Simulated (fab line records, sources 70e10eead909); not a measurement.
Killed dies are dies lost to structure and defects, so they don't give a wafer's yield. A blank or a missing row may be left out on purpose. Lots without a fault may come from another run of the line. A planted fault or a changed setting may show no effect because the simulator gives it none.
One fault seen from 2 desks | flow nand_harc | each desk has only its own numbers; what lay behind them comes last

THE TOOL OWNER'S DESK: rie_diel-07
The tool's own readings at NHARC_P_BONDPAD_ETCH_24 (etches the open film in CF4/N2, target depth 30 nm, time 72.99 s): means of the sampled wafers that have a number, for each lot that ran on this tool. A lot is out of limits, marked OUT, if its mean lies more than 4 standard deviations from the usual mean; the brackets give that distance.
Columns: A = drypump_motor_current_A at NHARC_P_BONDPAD_ETCH_24, usual 6.0 A; B = oes_product_au at NHARC_P_BONDPAD_ETCH_24, usual 0.992 a.u.; C = rf_vpp_V at NHARC_P_BONDPAD_ETCH_24, usual 314.4 V; D = showerhead_plenum_p_Torr at NHARC_P_BONDPAD_ETCH_24, usual 2.64 Torr; E = throttle_valve_pct at NHARC_P_BONDPAD_ETCH_24, usual 19.794 %
lot  | first seen here | A   | B                | C     | D    | E
L741 | day 6 21:53     | 5.6 | 0.990            | 314.9 | 2.66 | 19.807
L744 | day 8 08:13     | 5.7 | 0.994            | 313.6 | 2.56 | 19.788
L745 | day 8 21:20     | 5.5 | 0.988            | 316.6 | 2.77 | 19.791
L752 | day 11 11:31    | 5.5 | 0.908 (-7.0) OUT | 316.1 | 2.73 | 19.797
L760 | day 14 23:13    | 5.9 | 0.991            | 313.6 | 2.65 | 19.795
L762 | day 15 20:50    | 5.8 | 0.991            | 315.3 | 2.65 | 19.790
This desk's finding: out of limits on L752; first on L752, day 11 11:31 (oes_product_au at NHARC_P_BONDPAD_ETCH_24). In limits: L741, L744, L745, L760, L762.

THE METROLOGY DESK
What the gauges read, lot by lot, whatever tool the lot ran on: means of the sampled wafers that have a number. A lot is out of limits, marked OUT, if its mean lies more than 4 standard deviations from the usual mean; the brackets give that distance.
Columns: A = cd_nm at NHARC_P_BONDPAD_CD_MEAS_09, usual 502.5 nm
lot  | first seen here | A
L740 | day 6 17:36     | 502.0
L741 | day 6 21:04     | 501.8
L742 | day 7 09:52     | 504.0
L744 | day 8 07:25     | 504.4
L745 | day 8 20:35     | 501.7
L749 | day 10 15:55    | 503.1
L751 | day 11 07:56    | 501.1
L752 | day 11 10:45    | 505.4
L755 | day 12 17:55    | 502.2
L758 | day 14 02:51    | 501.3
L760 | day 14 22:27    | 501.7
L762 | day 15 19:59    | 503.4
L763 | day 16 11:16    | 501.4
This desk's finding: nothing out of limits on any of the 13 lots.

PUT TOGETHER
The tool owner's desk could have raised an alarm at day 11 11:31, on L752.
The metrology desk saw nothing out of limits.
The metrology desk has L752 on record, within its limits.
Of the lots named, all ran NHARC_P_BONDPAD_ETCH_24 on rie_diel-07.

WHAT THE SIMULATOR HAD PUT IN
Process parameter drift: rie_diel-07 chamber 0, from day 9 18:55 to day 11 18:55, at NHARC_P_BONDPAD_ETCH_24. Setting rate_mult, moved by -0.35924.
Lots struck among those shown: L752.
Hours from the fault's start to each desk's first reading out of limits: the tool owner's desk, 41.
